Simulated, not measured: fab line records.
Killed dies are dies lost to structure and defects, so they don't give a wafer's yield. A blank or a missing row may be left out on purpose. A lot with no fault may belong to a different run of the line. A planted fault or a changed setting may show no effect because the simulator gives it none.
Matching of chambers | flow n5_finfet | N5_HKMG_FIN_ETCH_31 on rie_diel-04: 4 sister chambers
The step etches SiARC in CF4, target depth 45.5 nm, time 75.8 s. 8 wafers are shown with their chamber, then 7 later ones without.

== WAFERS PAIRED WITH THEIR CHAMBERS ==
wafer  | chamber | showerhead_plenum_p_Torr (Torr) | etch_rf_on_time_s (s)
L076.6 | 1       | 2.21                            | 76.2
L079.1 | 0       | 2.10                            | 74.8
L083.5 | 1       | 2.21                            | 75.2
L084.1 | 3       | 2.11                            | 78.9
L084.3 | 2       | 2.20                            | 78.5
L084.4 | 2       | 2.20                            | 78.8
L093.1 | 0       | 2.09                            | 72.6
L093.2 | 3       | 2.11                            | 76.0

== WAFERS MISSING THEIR CHAMBER ==
wafer  | showerhead_plenum_p_Torr (Torr) | etch_rf_on_time_s (s)
L093.3 | 2.19                            | 78.5
L094.2 | 2.10                            | 76.0
L094.3 | 2.19                            | 78.1
L094.5 | 2.20                            | 74.7
L097.1 | 2.19                            | 77.7
L097.3 | 2.10                            | 75.3
L097.6 | 2.09                            | 71.8

== WHICH CHAMBER EACH WENT THROUGH ==
wafer  | from the rows above     | in truth
L093.3 | 2                       | 2
L094.2 | can't be placed: 0 or 3 | 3
L094.3 | 2                       | 2
L094.5 | can't be placed: 1 or 2 | 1
L097.1 | 2                       | 2
L097.3 | can't be placed: 0 or 3 | 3
L097.6 | 0                       | 0
Placed correctly: 4 of 7. From these rows, 3 cannot be placed; in 3 the true chamber is one of the candidates. 0 placed wrongly.
How it was worked out, from the rows above alone: a wafer's distance from a chamber is the root of the sum, over the readings, of the square of ((its reading less the chamber's mean) divided by the reading's scatter). The wafer belongs to the nearest chamber; if the next one is less than 2 further off, it can't be placed. A chamber's mean is the mean of its shown wafers. The scatter: the root of (the sum of the squares of (reading less its chamber's mean) over the shown wafers, divided by (wafers less chambers)).
